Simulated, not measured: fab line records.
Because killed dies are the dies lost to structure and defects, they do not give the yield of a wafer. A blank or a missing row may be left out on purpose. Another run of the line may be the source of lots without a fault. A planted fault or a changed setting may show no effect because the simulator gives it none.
One fault seen from 2 desks ; flow n5-finfet ; every desk sees just its own numbers, and what lay behind them comes last

== FOR THE TOOL OWNER'S DESK: litho-track-03 ==
The tool's own readings at N5_BEOL_M5_COAT_65 (time 60 s, resist thk 60 nm): means of the sampled wafers that have a number, for each lot that ran on this tool. Marked OUT: a lot whose mean sits more than 4 standard deviations from the usual mean, which makes it out of limits; the brackets give that distance.
Columns: A = heater-power-total-W at N5_BEOL_M5_COAT_65, usual 500.5 W; B = plate-temp-C at N5_BEOL_M5_COAT_65, usual 250.01 C; C = resist-line-temp-C at N5_BEOL_M5_COAT_65, usual 22.99 C
lot;first seen here;A;B;C
L767;day 8 18:13;499.6;249.97;22.95
L774;day 10 07:14;499.6;250.02;23.05
L773;day 10 19:17;500.1;250.00;22.96
L777;day 11 12:07;500.9;250.05;22.98
L782;day 12 12:53;455.1 (-25) OUT;231.60 (-99 or more) OUT;23.15
L783;day 13 01:02;453.7 (-26) OUT;231.56 (-99 or more) OUT;22.99
This desk's finding: out of limits on L782, L783; first on L782, day 12 12:53 (heater-power-total-W at N5_BEOL_M5_COAT_65). In limits: L767, L774, L773, L777.

== AT THE METROLOGY DESK ==
Lot by lot, what the gauges showed, no matter which tool ran the lot: averages of those sampled wafers that carry a number. Marked OUT: a lot whose mean sits more than 4 standard deviations from the usual mean, which makes it out of limits; the brackets give that distance.
Columns: A = M5_ILD_THK at N5_BEOL_M5_THK_MEAS_01, usual 120.3 nm; B = M5_OVL at N5_BEOL_M5_OVL_MEAS_12, usual -0.1 nm
lot;first seen here;A;B
L766;day 8 05:54;119.0;0.5
L767;day 8 15:44;119.9;-0.4
L768;day 8 22:18;120.1;-0.9
L772;day 9 23:44;120.1;0.6
L770;day 10 00:17;122.6;-0.3
L774;day 10 04:14;120.5;0.8
L773;day 10 17:00;120.4;1.3
L777;day 11 05:22;119.9;-0.8
L782;day 12 07:24;120.6;-0.6
L783;day 12 22:13;119.4;0.8
L784;day 13 04:13;122.0;-0.9
L788;day 14 11:09;118.6;-1.3
Finding of this desk: none of the 12 lots has anything out of limits.

== PUT TOGETHER ==
An alarm could have come from the tool owner's desk at day 12 12:53, on L782, L783.
The metrology desk saw nothing out of limits.
The metrology desk holds a record of L782, L783, inside its limits.
On litho-track-03, each named lot ran N5_BEOL_M5_COAT_65.

== WHAT THE SIMULATOR PUT IN ==
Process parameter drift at N5_BEOL_M5_COAT_65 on litho-track-03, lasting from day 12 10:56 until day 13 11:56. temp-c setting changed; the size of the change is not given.
Lots struck among those shown: L782, L783.
How many hours passed from the start of the fault until each desk's first out-of-limits reading: the tool owner's desk, 2.
